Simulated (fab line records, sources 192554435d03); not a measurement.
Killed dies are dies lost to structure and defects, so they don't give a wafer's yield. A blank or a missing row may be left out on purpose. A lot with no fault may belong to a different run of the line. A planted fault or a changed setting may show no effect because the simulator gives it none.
fab line records | flow n5Finfet
record: lots: 7 wafers: 39
route steps=1938 shown FIN_SAQP@125 DUMMY_GATE@237 SD_EPI_N@278 SD_EPI_P@321 SD_ACTIVATION@330
startH: the number of hours between the record's first day and the start of the first shown wafer of the lot | waitH: how many hours have passed since the lot's step before this one | " as in the row above | L1.1+2: one row covering several wafers at once | - either no value or no given start | * or withheld: withheld | < > ~ a bound
route shown NAME@n: a module of which the file shows steps, and the number in the route of the first | usual: mean and standard deviation over wafers with no fault | same: alike in all rows | chamber/n: place in a boat | sites: per-site readings | _std_site: the values' standard deviation | _edge_site: the outer-site mean with the inner-site mean subtracted | radiusMm: for every site, how far away it sits from the centre of the wafer | mask NAME#n: copy n | behind: tool/chamber where the wafer was last shaped | hold: reason for holding the lot/hours on hold/outcome of the hold | device: names the non-switching transistor (n, p or np) | end of line: tests of these same wafers at the route's end | for a step that has no rows: nothing shown but its recipe | killed: not the wafer's yield, but the dies lost to structure and defects at the first sort | map: dies across one wafer; x = killed, . = not, _ = none there
set.NAME: the setting the step ran with; set.NAME@STEP: the setting that earlier step ran with | model.NAME: the simulator's own value behind a step, which no gauge read
lots whose settings were changed on purpose; a table a step, a row a wafer
== steps ==
step: N5_FIN_SAQP_SPACER1_ALD_24
recipe: material: SiO2 targetThkA: 203 tempC: 300 aldPrecursorFamily: BDEAS aldCoReactant: O2-plasma pulseTimeS: 1 purgeTimeS: 2 coReactantPurgeTimeS: 2 aldCycles: 218 pressureTorr: 2
columns lot.wafer tool chamber startH waitH set.aldCycles model.SiO2_of_FIN_SAQP_SPACER1_ALD_24.thkNm
L080.1 aldSin-04 1 60.16 1.5 188 17.6
L080.2 " 0 " " 218 20.4
L080.3+4 " 2,3 " " 188 17.4
L080.5+6 " 3,2 " " 218 20.2
L083.1+4 aldSin-04 3,1 76.55 0.3 218 20.4
L083.2 " 0 " " 197 18.4
L083.3+5 " 2,1 " " 197 18.2
L083.6 " 2 " " 218 20.2
L084.1+6 aldSin-03 3 83.49 0.3 218 20.2
L084.2+3+4+5 " 0,2,1,0 " " 218 20.4
L087.1 aldSin-02 3 100.19 0.3 218 20.2
L087.2+4 " 2,1 " " 218 20.4
L087.3+5+6 " 0,0,3 " " 229 21.4
L089.1+4 aldSin-04 0,3 112.84 0.5 192 18
L089.2+3+6 " 1,2,2 " " 218 20.2
L089.5 " 1 " " 192 17.8
L090.2 aldSin-03 0 118.91 0.3 218 20.2
L090.4+5 " 3,1 " " 218 20.4
L095.1 aldSin-03 2 149.49 0.3 184 17.2
L095.2+4 " 1,3 " " 218 20.2
L095.3+5 " 0,2 " " 184 17
L095.6 " 3 " " 218 20
step: N5_FIN_SAQP_SPACER1_ETCHBACK_25
recipe: chemistry: CHF3/O2 mode: anisotropicEtchback target: SiO2 targetDepthA: 244 timeS: 12.2 pressureMtorr: 30 sourceW: 650 biasW: 170 Ar_flow_sccm: 200 CHF3_flow_sccm: 50 O2_flow_sccm: 5 ionEnergyEv: 200
step: N5_FIN_SAQP_MANDREL1_REMOVE_56
recipe: chemistry: HBr/Cl2/O2 btTimeS: 10 target: a-Si stopOn: SiNx endpoint: OES-SiCl overEtchFrac: 1 icpW: 600 biasW: 22 HBr_flow_sccm: 150 Cl2_flow_sccm: 80 O2_flow_sccm: 5 pressureMtorr: 10
columns lot.wafer tool chamber startH waitH set.aldCycles@FIN_SAQP_SPACER1_ALD_24 model.FIN_SAQP.cdNm
L080.1+4 rieSi-03 1,3 60.96 0.1 188 17.6
L080.2 " 0 " " 218 20.4
L080.3 " 2 " " 188 17.4
L080.5+6 " 2,3 " " 218 20.2
L083.1 rieSi-06 2 77.36 0.1 218 20.6
L083.2+5 " 3,0 " " 197 18.4
L083.3 " 0 " " 197 18.2
L083.4 " 1 " " 218 20.2
L083.6 " 1 " " 218 20
L084.1 rieSi-03 1 84.30 0.1 218 20
L084.2+3 " 0,3 " " 218 20.6
L084.4 " 2 " " 218 20.2
L084.5+6 " 2,3 " " 218 20.4
L087.1 rieSi-06 1 101.00 0.1 218 20
L087.2+4 " 2,0 " " 218 20.4
L087.3+5+6 " 3,3,0 " " 229 21.4
L089.1+4 rieSi-03 0,3 113.64 0.1 192 18
L089.2+6 " 3,0 " " 218 20.2
L089.3 " 0 " " 218 20.4
L089.5 " 3 " " 192 17.8
L090.2 rieSi-03 2 119.72 0.1 218 20.2
L090.4 " 0 " " 218 20.4
L090.5 " 0 " " 218 20.6
L095.1 rieSi-06 0 150.34 0.1 184 17.2
L095.2+4+6 " 1,3,2 " " 218 20.2
L095.3+5 " 2,1 " " 184 17
step: N5_FIN_SAQP_CD_MEAS_27
recipe: targetCdNm: 20 landingEnergyEv: 1000 detector: seInlens polarity: line
usual: cdNm: 20.33/0.23
columns lot.wafer tool chamber startH waitH set.aldCycles@FIN_SAQP_SPACER1_ALD_24 cdNm
L080.1 cdSem-01 0 61.07 0.1 188 17.66
L080.2 " 0 " " 218 20.51
L080.3 " 0 " " 188 17.53
L080.4 " 0 " " 188 17.54
L080.5 " 0 " " 218 20.30
L080.6 " 0 " " 218 20.27
L083.1 cdSem-01 0 77.47 0.1 218 20.38
L083.2 " 0 " " 197 18.54
L083.3 " 0 " " 197 18.31
L083.4 " 0 " " 218 20.20
L083.5 " 0 " " 197 18.35
L083.6 " 0 " " 218 19.72
L084.1 cdSem-01 0 84.41 0.1 218 20.21
L084.2 " 0 " " 218 20.36
L084.3 " 0 " " 218 20.40
L084.4 " 0 " " 218 20.25
L084.5 " 0 " " 218 20.21
L084.6 " 0 " " 218 20.74
L087.1 cdSem-01 0 101.11 0.1 218 19.79
L087.2 " 0 " " 218 20.52
L087.3 " 0 " " 229 21.83
L087.4 " 0 " " 218 20.57
L087.5 " 0 " " 229 21.47
L087.6 " 0 " " 229 21.44
L089.1 cdSem-01 0 113.79 0.1 192 18.06
L089.2 " 0 " " 218 20.59
L089.3 " 0 " " 218 20.69
L089.4 " 0 " " 192 18.25
L089.5 " 0 " " 192 17.66
L089.6 " 0 " " 218 20.43
L090.2 cdSem-03 0 119.83 0.1 218 20.17
L090.4 " 0 " " 218 20.57
L090.5 " 0 " " 218 20.54
L095.1 cdSem-03 0 150.45 0.1 184 17.25
L095.2 " 0 " " 218 20.12
L095.3 " 0 " " 184 17.20
L095.4 " 0 " " 218 20.42
L095.5 " 0 " " 184 17.29
L095.6 " 0 " " 218 19.85
step: N5_DUMMY_GATE_ETCH_37
recipe: chemistry: N2/H2 target: SOC targetDepthA: 600 overetchA: 300 tempC: 40 ionEnergyEv: 200 pressureMtorr: 30 sourceW: 840 biasW: 150 n2FlowSccm: 200 h2FlowSccm: 200
usual: rfVppV: 524.4/2.8
columns lot.wafer tool chamber startH waitH set.sourceW rfVppV
L080.1 rieDiel-06 3 84.49 0.0 840 525.0
L080.2 " 2 " " 840 523.4
L080.3 " 0 " " 840 525.3
L080.4 " 1 " " 840 527.2
L080.5 " 3 " " 840 525.2
L080.6 " 2 " " 840 522.9
L083.1 rieDiel-06 2 99.51 0.0 956.5 501.3
L083.2 " 3 " " 840 524.3
L083.3 " 1 " " 956.5 505.2
L083.4 " 0 " " 840 525.0
L083.5 " 0 " " 956.5 502.6
L083.6 " 1 " " 840 526.8
L084.1 rieDiel-02 2 109.39 0.0 965.7 504.7
L084.2 " 0 " " 840 519.7
L084.3 " 1 " " 840 527.8
L084.4 " 3 " " 965.7 498.1
L084.5 " 0 " " 840 519.4
L084.6 " 1 " " 965.7 503.9
L087.1 rieDiel-05 2 123.04 0.0 840 526.9
L087.2 " 3 " " 738.1 543.2
L087.3 " 0 " " 840 519.8
L087.4 " 1 " " 840 526.8
L087.5 " 1 " " 738.1 549.2
L087.6 " 0 " " 738.1 545.1
L089.1 rieDiel-06 0 135.40 0.0 999.4 494.8
L089.2 " 3 " " 999.4 494.5
L089.3 " 2 " " 999.4 493.6
L089.4 " 1 " " 840 527.5
L089.5 " 0 " " 840 524.1
L089.6 " 3 " " 840 525.8
L090.2 rieDiel-05 0 143.68 0.0 840 520.6
L090.4 " 1 " " 840 524.9
L090.5 " 3 " " 840 520.6
L095.1 rieDiel-05 1 171.59 0.0 966.6 502.6
L095.2 " 2 " " 966.6 503.5
L095.3 " 0 " " 840 521.4
L095.4 " 3 " " 840 520.8
L095.5 " 2 " " 840 527.4
L095.6 " 1 " " 966.6 500.3
step: N5_SD_EPI_N_ETCH_45
recipe: chemistry: CH3F/O2 target: SiOCN targetDepthA: 60 maskMaterial: SOC ionEnergyEv: 60 biasW: 29 pressureMtorr: 15 sourceW: 410 Ar_flow_sccm: 150 CH3F_flow_sccm: 30 O2_flow_sccm: 20
columns lot.wafer tool chamber startH waitH set.targetDepthA model.etch.depthNm
L080.1 rieDiel-03 1 87.46 0.1 55.61 5.496
L080.2 " 0 " " 60 6.128
L080.3 " 2 " " 55.61 5.421
L080.4 " 1 " " 60 5.938
L080.5 " 0 " " 60 6.087
L080.6 " 2 " " 55.61 5.379
L083.1 rieDiel-04 3 102.13 0.1 60 5.997
L083.2 " 1 " " 60 6.12
L083.3 " 2 " " 60 6.003
L083.4 " 0 " " 57.49 5.762
L083.5 " 1 " " 57.49 5.865
L083.6 " 0 " " 57.49 5.861
L084.1 rieDiel-04 3 112.02 0.1 60 5.945
L084.2 " 1 " " 60 6.07
L084.3 " 2 " " 60 5.947
L084.4 " 0 " " 60 6.058
L084.5 " 3 " " 60 6.005
L084.6 " 2 " " 60 5.858
L087.1 rieDiel-01 1 125.65 0.1 55.1 5.685
L087.2 " 3 " " 55.1 5.288
L087.3 " 0 " " 60 6.034
L087.4 " 2 " " 60 5.865
L087.5 " 3 " " 60 5.742
L087.6 " 2 " " 55.1 5.356
L089.1 rieDiel-04 2 138.50 0.1 52.25 5.157
L089.2 " 1 " " 52.25 5.274
L089.3 " 3 " " 60 5.941
L089.4 " 3 " " 60 5.932
L089.5 " 2 " " 60 5.909
L089.6 " 1 " " 52.25 5.237
L090.2 rieDiel-03 3 146.30 0.1 60 5.721
L090.4 " 2 " " 60 5.801
L090.5 " 2 " " 60 5.756
L095.1 rieDiel-04 3 175.05 0.1 60 5.882
L095.2 " 0 " " 54.17 5.595
L095.3 " 2 " " 60 5.827
L095.4 " 3 " " 54.17 5.266
L095.5 " 0 " " 54.17 5.494
L095.6 " 2 " " 60 5.804
step: N5_SD_EPI_P_EPI_21
recipe: material: SiGe:B dopant: B tempC: 550 pressureTorr: 20 ambient: H2 timeS: 355
columns lot.wafer tool chamber startH waitH set.timeS model.SiGe-B_of_SD_EPI_P_EPI_21.thkNm
L080.1 epiRpcvd-03 0 92.76 0.1 318.2 56.2
L080.2 " 0 " " 318.2 55.4
L080.3 " 0 " " 318.2 55.8
L080.4 " 0 " " 355 59.8
L080.5 " 0 " " 355 60.2
L080.6 " 0 " " 355 61
L083.1+4+6 epiRpcvd-02 0 107.31 0.1 355 61.2
L083.2 " 0 " " 355 61.6
L083.3 " 0 " " 355 61.4
L083.5 " 0 " " 355 60.8
L084.1 epiRpcvd-03 0 117.56 0.1 355 61.6
L084.2+5 " 0 " " 355 61.2
L084.3 " 0 " " 306.8 56
L084.4 " 0 " " 306.8 56.4
L084.6 " 0 " " 306.8 56.6
L087.1 epiRpcvd-01 0 131.09 0.2 355 60.2
L087.2 " 0 " " 403.8 66.4
L087.3 " 0 " " 355 60.6
L087.4 " 0 " " 403.8 66
L087.5 " 0 " " 355 60.8
L087.6 " 0 " " 403.8 66.2
L089.1 epiRpcvd-02 0 143.99 0.1 355 61.2
L089.2 " 0 " " 309.6 56
L089.3 " 0 " " 309.6 55
L089.4 " 0 " " 355 60.6
L089.5 " 0 " " 355 60.8
L089.6 " 0 " " 309.6 56.2
L090.2 epiRpcvd-01 0 153.09 0.5 355 60.6
L090.4 " 0 " " 355 60.8
L090.5 " 0 " " 355 61.2
L095.1 epiRpcvd-02 0 181.67 0.2 334.8 58.2
L095.2 " 0 " " 334.8 57.6
L095.3 " 0 " " 334.8 58.4
L095.4 " 0 " " 355 60.2
L095.5 " 0 " " 355 60.6
L095.6 " 0 " " 355 60.8
step: N5_SD_EPI_P_EPI_MEAS_23
recipe: mode: xrd
usual: thkNm: 61.1/1.4
columns lot.wafer tool chamber startH waitH set.timeS@SD_EPI_P_EPI_21 thkNm
L080.1 filmMetro-01 - 94.95 1.8 318.2 57.1
L080.2 " - " " 318.2 55.2
L080.3 " - " " 318.2 55.8
L080.4 " - " " 355 58.7
L080.5 " - " " 355 59.6
L080.6 " - " " 355 60.3
L083.1 filmMetro-02 - 109.51 1.8 355 60.8
L083.2 " - " " 355 62.9
L083.3 " - " " 355 61.4
L083.4 " - " " 355 61.3
L083.5 " - " " 355 60.8
L083.6 " - " " 355 63.0
L084.1 filmMetro-02 - 119.75 1.8 355 60.4
L084.2 " - " " 355 60.9
L084.3 " - " " 306.8 56.5
L084.4 " - " " 306.8 58.5
L084.5 " - " " 355 62.0
L084.6 " - " " 306.8 55.5
L087.1 filmMetro-02 - 134.00 2.4 355 60.4
L087.2 " - " " 403.8 66.4
L087.3 " - " " 355 60.6
L087.4 " - " " 403.8 64.4
L087.5 " - " " 355 60.3
L087.6 " - " " 403.8 64.7
L089.1 filmMetro-02 - 146.19 1.8 355 62.2
L089.2 " - " " 309.6 56.6
L089.3 " - " " 309.6 55.2
L089.4 " - " " 355 59.4
L089.5 " - " " 355 59.2
L089.6 " - " " 309.6 56.8
L090.2 filmMetro-02 - 154.92 1.5 355 60.7
L090.4 " - " " 355 60.1
L090.5 " - " " 355 57.6
L095.1 filmMetro-01 - 185.56 3.3 334.8 58.2
L095.2 " - " " 334.8 56.9
L095.3 " - " " 334.8 58.8
L095.4 " - " " 355 60.5
L095.5 " - " " 355 60.6
L095.6 " - " " 355 60.4
step: N5_SD_EPI_P_HM_STRIP_48
recipe: chemistry: H3PO4 tempC: 160 material: SiNx target: SiNx targetDepthA: 30 overetchFraction: 0.3
columns lot.wafer tool chamber startH waitH set.timeS@SD_EPI_P_EPI_21 model.SiGe-B_of_SD_EPI_P_EPI_21.thkNm
L080.1 wetBench-05 2 94.99 0.0 318.2 55.8
L080.2 " 1 " " 318.2 55.2
L080.3 " 7 " " 318.2 55.4
L080.4 " 0 " " 355 59.6
L080.5 " 6 " " 355 60
L080.6 " 5 " " 355 60.6
L083.1+4+6 wetBench-04 7,6,0 109.55 0.0 355 61
L083.2+3 " 5,2 " " 355 61.2
L083.5 " 1 " " 355 60.4
L084.1 wetBench-06 7 119.79 0.0 355 61.4
L084.2+5 " 0,2 " " 355 61
L084.3 " 3 " " 306.8 55.8
L084.4 " 1 " " 306.8 56
L084.6 " 4 " " 306.8 56.2
L087.1 wetBench-04 1 134.04 0.0 355 59.8
L087.2 " 5 " " 403.8 66.2
L087.3+5 " 4,2 " " 355 60.4
L087.4+6 " 0,3 " " 403.8 65.8
L089.1 wetBench-06 3 146.22 0.0 355 60.8
L089.2 " 4 " " 309.6 55.8
L089.3 " 6 " " 309.6 54.8
L089.4 " 5 " " 355 60.4
L089.5 " 7 " " 355 60.6
L089.6 " 2 " " 309.6 56
L090.2+4 wetBench-06 6,1 154.96 0.0 355 60.4
L090.5 " 2 " " 355 60.8
L095.1 wetBench-06 6 185.60 0.0 334.8 57.8
L095.2 " 4 " " 334.8 57.4
L095.3 " 5 " " 334.8 58.2
L095.4 " 2 " " 355 60
L095.5 " 3 " " 355 60.2
L095.6 " 7 " " 355 60.6
step: N5_SD_EPI_P_SRD_49
recipe: dry: ipaMarangoni timeS: 30 tempC: 23 rinseLiquid: diw
step: N5_SD_EPI_P_PRECLEAN_24
recipe: chemistry: O3/DIW timeS: 45 tempC: 22 o3Ppm: 10
step: N5_SD_ACTIVATION_RTA_00
recipe: tempC: 975 timeS: 0 ambient: N2 idleTempC: 600 rampUpCPerS: 150 rampDownCPerS: 60 coolToC: 600
step: N5_SD_ACTIVATION_LSA_01
recipe: tempC: 1080 timeS: 0.0008 ambient: N2
step: N5_SD_ACTIVATION_RS_MEAS_03
recipe: thkMeasGauge: four-point-probe
usual: RS_SD_N: 21.89/0.27 RS_SD_P: 56.1/0.87
columns lot.wafer tool chamber startH waitH set.timeS@SD_EPI_P_EPI_21 RS_SD_N[ohm/sq] RS_SD_P[ohm/sq]
L080.1 filmMetro-02 - 95.72 0.2 318.2 22.86 60.0
L080.2 " - " " 318.2 22.17 61.3
L080.3 " - " " 318.2 22.18 60.4
L080.4 " - " " 355 21.78 56.5
L080.5 " - " " 355 22.02 56.6
L080.6 " - " " 355 22.27 55.2
L083.1 filmMetro-02 - 110.14 0.2 355 22.38 55.7
L083.2 " - " " 355 22.18 55.5
L083.3 " - " " 355 21.97 55.6
L083.4 " - " " 355 22.27 55.9
L083.5 " - " " 355 21.69 56.1
L083.6 " - " " 355 22.28 55.5
L084.1 filmMetro-02 - 120.36 0.2 355 22.11 55.4
L084.2 " - " " 355 21.98 55.7
L084.3 " - " " 306.8 21.88 60.2
L084.4 " - " " 306.8 21.82 60.5
L084.5 " - " " 355 21.93 55.4
L084.6 " - " " 306.8 21.95 60.2
L087.1 filmMetro-01 - 134.63 0.2 355 21.95 56.7
L087.2 " - " " 403.8 22.42 51.5
L087.3 " - " " 355 22.00 56.6
L087.4 " - " " 403.8 22.46 51.6
L087.5 " - " " 355 22.26 55.6
L087.6 " - " " 403.8 21.98 51.5
L089.1 filmMetro-01 - 146.93 0.2 355 21.56 56.9
L089.2 " - " " 309.6 21.58 61.4
L089.3 " - " " 309.6 21.66 63.1
L089.4 " - " " 355 21.56 57.2
L089.5 " - " " 355 21.45 56.6
L089.6 " - " " 309.6 21.75 61.9
L090.2 filmMetro-01 - 155.56 0.2 355 21.56 57.5
L090.4 " - " " 355 22.12 57.0
L090.5 " - " " 355 22.03 56.1
L095.1 filmMetro-02 - 186.17 0.2 334.8 21.94 58.7
L095.2 " - " " 334.8 21.43 59.4
L095.3 " - " " 334.8 21.87 58.5
L095.4 " - " " 355 21.72 56.3
L095.5 " - " " 355 21.58 56.6
L095.6 " - " " 355 21.66 56.1
== key ==
split: step: N5_FIN_SAQP_SPACER1_ALD_24 setting: aldCycles stated: 218 by: wafer
response: step: N5_FIN_SAQP_SPACER1_ALD_24 reading: model.SiO2_of_FIN_SAQP_SPACER1_ALD_24.thkNm change: +0.2 per: 1% r: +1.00
response: step: N5_FIN_SAQP_MANDREL1_REMOVE_56 reading: model.FIN_SAQP.cdNm change: +0.2 per: 1% r: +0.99
response: step: N5_FIN_SAQP_CD_MEAS_27 reading: cdNm change: +0.197 per: 1% r: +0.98
split: step: N5_DUMMY_GATE_ETCH_37 setting: sourceW stated: 840 by: wafer
response: step: N5_DUMMY_GATE_ETCH_37 reading: rfVppV change: -1.55 per: 1% r: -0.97
split: step: N5_SD_EPI_N_ETCH_45 setting: targetDepthA stated: 60 by: wafer
response: step: N5_SD_EPI_N_ETCH_45 reading: model.etch.depthNm change: +0.0547 per: 1% r: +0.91
split: step: N5_SD_EPI_P_EPI_21 setting: timeS stated: 355 by: wafer
response: step: N5_SD_EPI_P_EPI_21 reading: model.SiGe-B_of_SD_EPI_P_EPI_21.thkNm change: +0.403 per: 1% r: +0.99
response: step: N5_SD_EPI_P_EPI_MEAS_23 reading: thkNm change: * per: 1% r: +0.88
response: step: N5_SD_EPI_P_HM_STRIP_48 reading: model.SiGe-B_of_SD_EPI_P_EPI_21.thkNm change: +0.406 per: 1% r: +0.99
response: step: N5_SD_ACTIVATION_RS_MEAS_03 reading: RS_SD_P change: -0.38 per: 1% r: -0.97
